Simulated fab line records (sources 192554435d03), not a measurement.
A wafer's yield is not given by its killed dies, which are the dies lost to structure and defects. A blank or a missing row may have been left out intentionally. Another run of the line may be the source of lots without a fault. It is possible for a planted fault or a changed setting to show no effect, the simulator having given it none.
Matching of chambers / flow n5_finfet / rie_diel-03 running N5_MIM_TOP_LITHO_DESCUM_10: 4 sister chambers
The step chemistry O2, time 7.9 s. 20 wafers are shown with their chamber, then 10 later ones without.

== EACH WAFER AND ITS CHAMBER ==
wafer=L074.1; chamber=0; drypump_motor_current_A (A)=6.3; showerhead_plenum_p_Torr (Torr)=2.16; throttle_valve_pct (%)=20.80
wafer=L074.2; chamber=3; drypump_motor_current_A (A)=5.6; showerhead_plenum_p_Torr (Torr)=2.12; throttle_valve_pct (%)=20.71
wafer=L074.4; chamber=1; drypump_motor_current_A (A)=5.2; showerhead_plenum_p_Torr (Torr)=2.20; throttle_valve_pct (%)=20.10
wafer=L077.1; chamber=3; drypump_motor_current_A (A)=5.6; showerhead_plenum_p_Torr (Torr)=2.11; throttle_valve_pct (%)=20.71
wafer=L077.2; chamber=0; drypump_motor_current_A (A)=6.3; showerhead_plenum_p_Torr (Torr)=2.16; throttle_valve_pct (%)=20.83
wafer=L077.5; chamber=1; drypump_motor_current_A (A)=5.2; showerhead_plenum_p_Torr (Torr)=2.20; throttle_valve_pct (%)=20.15
wafer=L078.2; chamber=1; drypump_motor_current_A (A)=5.2; showerhead_plenum_p_Torr (Torr)=2.20; throttle_valve_pct (%)=20.14
wafer=L078.3; chamber=0; drypump_motor_current_A (A)=6.3; showerhead_plenum_p_Torr (Torr)=2.16; throttle_valve_pct (%)=20.83
wafer=L078.5; chamber=1; drypump_motor_current_A (A)=5.2; showerhead_plenum_p_Torr (Torr)=2.20; throttle_valve_pct (%)=20.14
wafer=L085.1; chamber=2; drypump_motor_current_A (A)=6.0; showerhead_plenum_p_Torr (Torr)=1.97; throttle_valve_pct (%)=20.45
wafer=L085.3; chamber=3; drypump_motor_current_A (A)=5.6; showerhead_plenum_p_Torr (Torr)=2.11; throttle_valve_pct (%)=20.30
wafer=L085.5; chamber=1; drypump_motor_current_A (A)=5.2; showerhead_plenum_p_Torr (Torr)=2.19; throttle_valve_pct (%)=20.16
wafer=L089.3; chamber=1; drypump_motor_current_A (A)=5.2; showerhead_plenum_p_Torr (Torr)=2.19; throttle_valve_pct (%)=20.17
wafer=L089.4; chamber=3; drypump_motor_current_A (A)=5.6; showerhead_plenum_p_Torr (Torr)=2.10; throttle_valve_pct (%)=20.32
wafer=L089.6; chamber=3; drypump_motor_current_A (A)=5.6; showerhead_plenum_p_Torr (Torr)=2.10; throttle_valve_pct (%)=20.31
wafer=L091.2; chamber=1; drypump_motor_current_A (A)=5.2; showerhead_plenum_p_Torr (Torr)=2.18; throttle_valve_pct (%)=20.18
wafer=L091.3; chamber=0; drypump_motor_current_A (A)=6.2; showerhead_plenum_p_Torr (Torr)=2.15; throttle_valve_pct (%)=20.51
wafer=L091.5; chamber=1; drypump_motor_current_A (A)=5.1; showerhead_plenum_p_Torr (Torr)=2.18; throttle_valve_pct (%)=20.19
wafer=L092.2; chamber=3; drypump_motor_current_A (A)=5.6; showerhead_plenum_p_Torr (Torr)=2.10; throttle_valve_pct (%)=20.32
wafer=L092.4; chamber=1; drypump_motor_current_A (A)=5.2; showerhead_plenum_p_Torr (Torr)=2.18; throttle_valve_pct (%)=20.17

SIGNATURES (averages over the wafers above)
reading=drypump_motor_current_A; chamber 0=6.275; chamber 1=5.189; chamber 2=6.000; chamber 3=5.600; scatter within a chamber=0.032
reading=showerhead_plenum_p_Torr; chamber 0=2.1575; chamber 1=2.1911; chamber 2=1.9700; chamber 3=2.1067; scatter within a chamber=0.00828
reading=throttle_valve_pct; chamber 0=20.7425; chamber 1=20.1556; chamber 2=20.4500; chamber 3=20.4450; scatter within a chamber=0.135
Rule: for a wafer and a chamber, the distance is found by dividing, reading by reading, the gap between the wafer's reading and the chamber's mean by the reading's scatter, squaring, summing and taking the root. The wafer belongs to the nearest chamber; if the next one is less than 2 further off, it can't be placed. The scatter: the root of (the sum of the squares of (reading less its chamber's mean) over the shown wafers, divided by (wafers less chambers)).

== WAFERS WITHOUT THEIR CHAMBER ==
wafer=L092.5; drypump_motor_current_A (A)=6.0; showerhead_plenum_p_Torr (Torr)=1.97; throttle_valve_pct (%)=20.47
wafer=L093.1; drypump_motor_current_A (A)=5.2; showerhead_plenum_p_Torr (Torr)=2.18; throttle_valve_pct (%)=20.19
wafer=L093.5; drypump_motor_current_A (A)=6.0; showerhead_plenum_p_Torr (Torr)=1.97; throttle_valve_pct (%)=20.46
wafer=L093.6; drypump_motor_current_A (A)=5.2; showerhead_plenum_p_Torr (Torr)=2.18; throttle_valve_pct (%)=20.19
wafer=L095.1; drypump_motor_current_A (A)=6.0; showerhead_plenum_p_Torr (Torr)=1.97; throttle_valve_pct (%)=20.48
wafer=L095.3; drypump_motor_current_A (A)=6.3; showerhead_plenum_p_Torr (Torr)=2.15; throttle_valve_pct (%)=20.48
wafer=L095.5; drypump_motor_current_A (A)=6.2; showerhead_plenum_p_Torr (Torr)=2.15; throttle_valve_pct (%)=20.50
wafer=L097.2; drypump_motor_current_A (A)=6.3; showerhead_plenum_p_Torr (Torr)=2.14; throttle_valve_pct (%)=20.52
wafer=L097.3; drypump_motor_current_A (A)=6.0; showerhead_plenum_p_Torr (Torr)=1.96; throttle_valve_pct (%)=20.50
wafer=L097.4; drypump_motor_current_A (A)=5.7; showerhead_plenum_p_Torr (Torr)=2.10; throttle_valve_pct (%)=20.35

== WHICH CHAMBER EACH ONE RAN IN ==
wafer=L092.5; from the rows above=2; in truth=2
wafer=L093.1; from the rows above=1; in truth=1
wafer=L093.5; from the rows above=2; in truth=2
wafer=L093.6; from the rows above=1; in truth=1
wafer=L095.1; from the rows above=2; in truth=2
wafer=L095.3; from the rows above=0; in truth=0
wafer=L095.5; from the rows above=0; in truth=0
wafer=L097.2; from the rows above=0; in truth=0
wafer=L097.3; from the rows above=2; in truth=2
wafer=L097.4; from the rows above=3; in truth=3
Correct placement for 10 of the 10. Can't be placed from these rows: 0. Wrongly placed: 0.
